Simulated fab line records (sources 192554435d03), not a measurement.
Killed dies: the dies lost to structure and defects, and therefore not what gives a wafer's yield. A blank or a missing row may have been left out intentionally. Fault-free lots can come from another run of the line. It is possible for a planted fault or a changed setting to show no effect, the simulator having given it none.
fab line records	flow n5_finfet
record lots=9	wafers=27	last_day=17
route steps=1938 shown BEOL_M0_SAQP@637 BEOL_M4@1111
lots that met no fault: from a run of the same line without faults
start_h: the number of hours between the record's first day and the start of the first shown wafer of the lot	wait_h: hours since the lot's step before	" the same as in the row above	L1.1+2: a row that stands for several wafers	- either no value or no given start	* or withheld: withheld	< > ~ a bound
route shown NAME@n: NAME is a module with steps in the file, n the number in the route of the first one	usual: mean/standard deviation of fault-free wafers	same: alike in all rows	chamber/n: place in a boat	sites: readings site by site	_std_site: the values' standard deviation	_edge_site: the outer-site mean with the inner-site mean subtracted	radius_mm: how far each site lies from the wafer's centre	mask NAME#n: copy n	behind: the most recent tool/chamber to have shaped the wafer	hold: the reason the lot was held/the length of the hold in hours/how it ended	device: transistor that didn't switch, given as n, p or np	end of line: tests run on the same wafers once the route is complete	step lacking rows: just its recipe	killed: not the wafer's yield, but the dies lost to structure and defects at the first sort	map: dies across one wafer; x = killed, . = not, _ = none there
set.NAME: the run value of the setting; set.NAME@STEP: its run value at that earlier step	model.NAME: the simulator's own value behind a step, which no gauge read
steps of the route over a sample of lots; a table a step, a row a wafer
services: a tool's chamber out of use, with start hour (start_h, from the record's first day; less than 0 if before it), hours out, and reason
## steps
# step N5_BEOL_M0_SAQP_PECVD_97
# recipe material=SiNx	target_thk_a=230	temp_c=350	precursor=SiH4/NH3/N2	pressure_torr=1.5	rf_w=300	time_s=19.9
# usual heater_power_w=548/64	showerhead_plenum_p_Torr=5.13/0.057	susceptor_temp_C=349.99/0.21	throttle_valve_pct=39.5/1.4
lot.wafer	tool	chamber	start_h	wait_h	heater_power_w	showerhead_plenum_p_Torr	susceptor_temp_C	throttle_valve_pct
L331.2	pecvd-04	1	119.49	0.0	552	5.24	350.25	39.4
L331.3	"	2	"	"	672	5.15	349.68	36.8
L331.4	"	0	"	"	493	5.06	350.04	40.4
L333.1	pecvd-01	1	131.11	0.0	544	5.08	349.94	41.5
L333.2	"	0	"	"	440	5.09	350.22	39.7
L333.3	"	2	"	"	519	5.16	350.02	39.0
L334.3	pecvd-01	1	136.39	0.0	631	5.08	349.91	41.6
L334.4	"	2	"	"	557	5.16	350.11	38.7
L334.5	"	0	"	"	450	5.09	350.41	39.3
L337.1	pecvd-01	0	154.34	0.0	454	5.10	350.03	39.7
L337.4	"	2	"	"	521	5.16	349.59	39.1
L337.5	"	0	"	"	466	5.10	349.93	39.3
L338.1	pecvd-01	2	161.12	0.0	455	5.15	349.86	38.9
L338.5	"	0	"	"	483	5.09	350.49	39.6
L338.6	"	2	"	"	466	5.15	350.21	38.9
L347.1	pecvd-01	1	217.50	0.0	638	5.08	350.24	41.7
L347.2	"	2	"	"	529	5.15	349.66	38.9
L347.5	"	1	"	"	626	5.07	350.05	41.7
L348.3	pecvd-01	0	230.56	0.0	488	5.10	349.67	39.3
L348.4	"	1	"	"	619	5.07	349.85	41.9
L348.6	"	2	"	"	481	5.15	349.86	39.5
L349.1	pecvd-04	0	231.99	0.0	461	5.05	350.47	40.5
L349.4	"	1	"	"	518	5.24	350.03	38.9
L349.5	"	2	"	"	581	5.15	350.04	37.7
L351.3	pecvd-02	1	244.34	0.0	582	5.14	350.04	40.7
L351.5	"	2	"	"	578	5.10	349.91	38.2
L351.6	"	1	"	"	566	5.12	349.57	40.7
# step N5_BEOL_M0_SAQP_DEVELOP_13
# recipe develop_time_s=30	developer=TMAH	resist=CAR-ArF	dev_temp_c=23	rinse_liquid=diw	dry=air_spin
# usual exhaust_pa=45.2/0.86
lot.wafer	tool	chamber	start_h	wait_h	exhaust_pa
L331.2	litho_track-01	0	119.93	-	46.6
L331.3	"	0	"	"	46.2
L331.4	"	0	"	"	45.9
L333.1	litho_track-01	0	131.67	-	44.9
L333.2	"	0	"	"	45.5
L333.3	"	0	"	"	44.9
L334.3	litho_track-02	0	136.88	-	46.8
L334.4	"	0	"	"	45.8
L334.5	"	0	"	"	46.3
L337.1	litho_track-01	0	154.79	-	45.8
L337.4	"	0	"	"	44.0
L337.5	"	0	"	"	45.6
L338.1	litho_track-01	0	161.68	-	45.9
L338.5	"	0	"	"	45.3
L338.6	"	0	"	"	44.1
L347.1	litho_track-02	0	218.10	-	45.9
L347.2	"	0	"	"	45.9
L347.5	"	0	"	"	45.5
L348.3	litho_track-02	0	231.02	-	45.4
L348.4	"	0	"	"	45.1
L348.6	"	0	"	"	45.0
L349.1	litho_track-01	0	232.55	-	44.9
L349.4	"	0	"	"	43.0
L349.5	"	0	"	"	44.6
L351.3	litho_track-01	0	245.65	-	45.9
L351.5	"	0	"	"	44.6
L351.6	"	0	"	"	45.8
# step N5_BEOL_M0_SAQP_CD_MEAS_14
# recipe target_cd_nm=42.5	landing_energy_ev=500	detector=se_inlens
# usual cd_nm=42.5/0.34
lot.wafer	tool	chamber	start_h	wait_h	cd_nm
L331.2	cd_sem-03	0	119.98	-	42.6
L331.3	"	0	"	"	42.7
L331.4	"	0	"	"	42.0
L333.1	cd_sem-03	0	131.73	-	42.4
L333.2	"	0	"	"	42.2
L333.3	"	0	"	"	42.5
L334.3	cd_sem-03	0	136.94	-	42.5
L334.4	"	0	"	"	43.2
L334.5	"	0	"	"	42.3
L337.1	cd_sem-02	0	154.85	-	42.2
L337.4	"	0	"	"	42.4
L337.5	"	0	"	"	41.4
L338.1	cd_sem-02	0	161.74	-	42.7
L338.5	"	0	"	"	41.1
L338.6	"	0	"	"	41.5
L347.1	cd_sem-02	0	218.15	-	42.5
L347.2	"	0	"	"	42.1
L347.5	"	0	"	"	42.5
L348.3	cd_sem-03	0	231.08	-	42.8
L348.4	"	0	"	"	42.4
L348.6	"	0	"	"	42.8
L349.1	cd_sem-02	0	232.60	-	42.1
L349.4	"	0	"	"	42.3
L349.5	"	0	"	"	42.3
L351.3	cd_sem-03	0	245.71	-	42.0
L351.5	"	0	"	"	42.6
L351.6	"	0	"	"	42.7
# step N5_BEOL_M0_SAQP_OVL_MEAS_15
# recipe points_per_wafer=44
# usual M0_CORE_OVL=-0.3/0.83
lot.wafer	tool	chamber	start_h	wait_h	M0_CORE_OVL[nm]
L331.2	overlay-01	0	120.01	0.0	0.3
L331.3	"	0	"	"	-0.5
L331.4	"	0	"	"	1.1
L333.1	overlay-01	0	131.77	0.0	-1.4
L333.2	"	0	"	"	-1.8
L333.3	"	0	"	"	-1.0
L334.3	overlay-02	0	136.97	0.0	-0.2
L334.4	"	0	"	"	-0.5
L334.5	"	0	"	"	-0.9
L337.1	overlay-02	0	154.88	0.0	-0.4
L337.4	"	0	"	"	-0.1
L337.5	"	0	"	"	-1.3
L338.1	overlay-01	0	161.77	0.0	0.1
L338.5	"	0	"	"	0.6
L338.6	"	0	"	"	-0.1
L347.1	overlay-02	0	218.18	0.0	-0.6
L347.2	"	0	"	"	0.4
L347.5	"	0	"	"	-0.2
L348.3	overlay-02	0	231.11	0.0	0.4
L348.4	"	0	"	"	0.3
L348.6	"	0	"	"	0.1
L349.1	overlay-01	0	232.63	0.0	-1.3
L349.4	"	0	"	"	-1.6
L349.5	"	0	"	"	-1.0
L351.3	overlay-01	0	245.74	0.0	1.4
L351.5	"	0	"	"	0.3
L351.6	"	0	"	"	0.1
# step N5_BEOL_M0_SAQP_DESCUM_19
# recipe chemistry=O2	time_s=7.9	source_power_w=50	bias_power_w=20	pressure_mtorr=20	rf_frequency_hz=2.712e+07	temp_c=40	resist=CAR-ArF	o2_flow_sccm=225
# usual drypump_motor_current_A=5.9/0.48	oes_product_au=0.78/0.086	rf_vpp_V=243.8/1.1	showerhead_plenum_p_Torr=2.14/0.062	throttle_valve_pct=20.38/0.18
lot.wafer	tool	chamber	start_h	wait_h	drypump_motor_current_A	oes_product_au	rf_hours_counter_h	rf_vpp_V	showerhead_plenum_p_Torr	throttle_valve_pct
L331.2	rie_diel-03	0	120.08	0.0	6.7	0.79	102	243.2	2.12	20.47
L331.3	"	1	"	"	6.1	0.76	151	243.9	2.17	20.37
L331.4	"	0	"	"	6.7	0.78	-	243.6	2.12	20.48
L333.1	rie_diel-02	0	131.82	0.0	5.1	0.71	211	244.7	2.17	20.56
L333.2	"	1	"	"	5.8	0.77	140	242.0	2.11	20.24
L333.3	"	2	"	"	6.5	0.72	189	242.5	2.07	20.54
L334.3	rie_diel-03	3	137.14	0.1	5.9	0.72	167	244.5	2.18	20.65
L334.4	"	0	"	"	6.7	0.78	-	243.5	2.11	20.50
L334.5	"	1	"	"	6.1	0.76	-	244.5	2.16	20.36
L337.1	rie_diel-03	0	154.94	0.0	6.7	0.77	113	243.5	2.11	20.51
L337.4	"	3	"	"	5.9	0.73	172	244.7	2.18	20.65
L337.5	"	1	"	"	6.1	0.75	-	244.5	2.16	20.36
L338.1	rie_diel-02	2	161.83	0.0	6.4	0.72	200	241.8	2.06	20.55
L338.5	"	2	"	"	6.5	0.72	-	243.2	2.06	20.54
L338.6	"	1	"	"	5.8	0.76	-	242.8	2.11	20.25
L347.1	rie_diel-03	2	218.27	0.1	4.9	0.88	22	240.3	2.03	20.06
L347.2	"	1	"	"	6.1	0.74	178	244.8	2.16	20.42
L347.5	"	3	"	"	5.9	0.72	-	245.1	2.17	20.69
L348.3	rie_diel-02	1	231.17	0.0	5.7	0.74	171	242.7	2.10	20.27
L348.4	"	0	"	"	5.1	0.69	243	243.9	2.16	20.61
L348.6	"	1	"	"	5.8	0.74	-	243.5	2.10	20.31
L349.1	rie_diel-02	2	232.87	0.2	6.5	0.70	222	243.0	2.06	20.58
L349.4	"	1	"	"	5.7	0.73	172	244.4	2.10	20.31
L349.5	"	1	"	"	5.7	0.73	-	243.6	2.10	20.29
L351.3	rie_diel-01	2	246.27	0.5	5.7	0.71	216	245.3	2.16	20.15
L351.5	"	1	"	"	5.9	0.85	-	244.9	2.23	20.42
L351.6	"	2	"	"	5.7	0.70	-	244.3	2.16	20.15
# step N5_BEOL_M4_RC_MEAS_101
# usual DIBL_N=36.2/1.7	DIBL_P=36.6/1.9	IOFF_N=0.16/0.032	IOFF_P=0.21/0.037	ION_N=675/12	ION_P=460/8.1	SS_N=71.4/0.58	SS_P=73.4/0.64	VT_N=249/3.2	VT_P=-252/3.4
lot.wafer	tool	chamber	start_h	wait_h	DIBL_N[mV/V]	DIBL_P[mV/V]	IOFF_N[nA/um]	IOFF_P[nA/um]	ION_N[uA/um]	ION_P[uA/um]	SS_N[mV/dec]	SS_P[mV/dec]	VT_N[mV]	VT_P[mV]
L331.2	prober-01	0	178.44	0.2	38.3	38.3	0.19	0.26	684	460	71.3	74.0	246	-247
L331.3	"	0	"	"	40.0	40.5	0.24	0.31	685	469	72.7	74.1	244	-242
L331.4	"	0	"	"	36.8	37.0	0.18	0.24	685	466	71.6	73.1	247	-246
L333.1	prober-02	0	192.76	0.0	37.4	37.4	0.19	0.21	688	468	71.5	73.3	247	-251
L333.2	"	0	"	"	35.3	34.8	0.14	0.17	669	454	71.3	73.3	253	-255
L333.3	"	0	"	"	36.7	36.8	0.18	0.20	664	457	72.4	73.7	249	-252
L334.3	prober-02	0	194.52	0.3	37.4	38.4	0.18	0.23	679	467	71.6	74.6	249	-246
L334.4	"	0	"	"	34.8	34.5	0.13	0.16	674	461	70.8	73.0	251	-251
L334.5	"	0	"	"	35.5	35.5	0.15	0.18	671	458	70.8	73.6	251	-253
L337.1	prober-01	0	203.10	0.0	39.4	39.6	0.27	0.30	700	471	72.8	74.4	242	-245
L337.4	"	0	"	"	39.1	39.7	0.25	0.30	697	473	71.7	74.9	241	-244
L337.5	"	0	"	"	38.0	38.2	0.23	0.27	697	471	71.8	73.8	242	-250
L338.1	prober-02	0	208.18	0.0	35.6	36.2	0.16	0.19	684	463	71.6	73.1	248	-250
L338.5	"	0	"	"	33.9	33.8	0.12	0.15	671	455	71.2	73.2	253	-254
L338.6	"	0	"	"	34.7	35.1	0.14	0.17	676	463	71.1	73.2	249	-253
L347.1	prober-01	0	267.66	0.0	34.6	34.0	0.14	0.15	679	461	70.6	73.0	249	-256
L347.2	"	0	"	"	36.3	37.4	0.16	0.19	667	451	71.6	73.7	250	-254
L347.5	"	0	"	"	36.0	36.6	0.15	0.17	680	455	72.1	73.5	250	-256
L348.3	prober-02	0	282.12	0.3	36.1	38.3	0.17	0.23	681	468	71.4	73.1	244	-250
L348.4	"	0	"	"	34.3	35.7	0.14	0.19	670	466	70.0	73.2	251	-252
L348.6	"	0	"	"	35.9	37.9	0.17	0.22	683	465	70.7	73.0	248	-250
L349.1	prober-02	0	286.74	0.0	36.8	36.1	0.13	0.19	656	448	71.4	72.4	253	-255
L349.4	"	0	"	"	36.7	35.8	0.15	0.18	683	457	71.7	72.7	252	-256
L349.5	"	0	"	"	37.9	37.3	0.15	0.20	671	461	71.1	73.7	250	-252
L351.3	prober-01	0	295.63	0.3	38.3	39.7	0.20	0.26	692	470	71.9	74.3	247	-247
L351.5	"	0	"	"	37.1	37.1	0.18	0.22	682	466	71.8	74.0	248	-251
L351.6	"	0	"	"	36.5	36.0	0.17	0.21	682	466	71.2	73.5	248	-250
## services
tool	chamber	start_h	hours	kind
rie_diel-02	-	105.28	14.6	pm
pecvd-01	-	107.81	14.6	pm
rie_diel-03	2	116.00	-	clean
rie_diel-03	2	116.00	-	consumable_replace:focus_ring
rie_diel-03	2	116.00	23.7	scheduled_down
rie_diel-03	2	116.00	23.7	vent_cycle
pecvd-04	1	121.37	3.7	repair
rie_diel-02	3	147.89	-	clean
rie_diel-02	3	147.89	-	consumable_replace:esc
rie_diel-02	3	147.89	-	consumable_replace:focus_ring
rie_diel-02	3	147.89	-	consumable_replace:showerhead
rie_diel-02	3	147.89	19.6	scheduled_down
rie_diel-02	3	147.89	19.6	vent_cycle
pecvd-02	1	153.69	6.7	repair
pecvd-01	-	167.15	7.7	repair
rie_diel-03	-	172.67	0.3	repair
rie_diel-03	1	193.13	8.5	repair
pecvd-02	2	202.38	-	clean
pecvd-02	2	202.38	-	consumable_replace:showerhead
litho_track-02	-	217.19	-	consumable_replace:filter
pecvd-04	2	218.71	5.5	scheduled_down
pecvd-02	1	220.64	5.0	repair
rie_diel-03	-	236.51	0.3	repair
rie_diel-02	2	244.08	21.0	repair
## key
first_sign step=N5_BEOL_M0_SAQP_CD_MEAS_14	reading=cd_nm	direction=down	sigmas=3.3	usual=42.5	struck=41.3
effect none on later readings
met_at N5_BEOL_M0_SAQP_DEVELOP_13
struck_lots L337,L338
struck_wafers L337.5,L338.5,L338.6
not_acting_at N5_BEOL_M0_SAQP_PECVD_97,N5_BEOL_M0_SAQP_OVL_MEAS_15,N5_BEOL_M0_SAQP_DESCUM_19
onset_between 131.67 154.79
fault kind=process_parameter_drift	tool=litho_track-01	chamber=-	onset_h=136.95	steps=N5_BEOL_M0_SAQP_DEVELOP_13	channel=develop_time_s	offset=*	shape=step	end_h=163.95	scope=struck_wafers_only	acts_in=*	stated=*
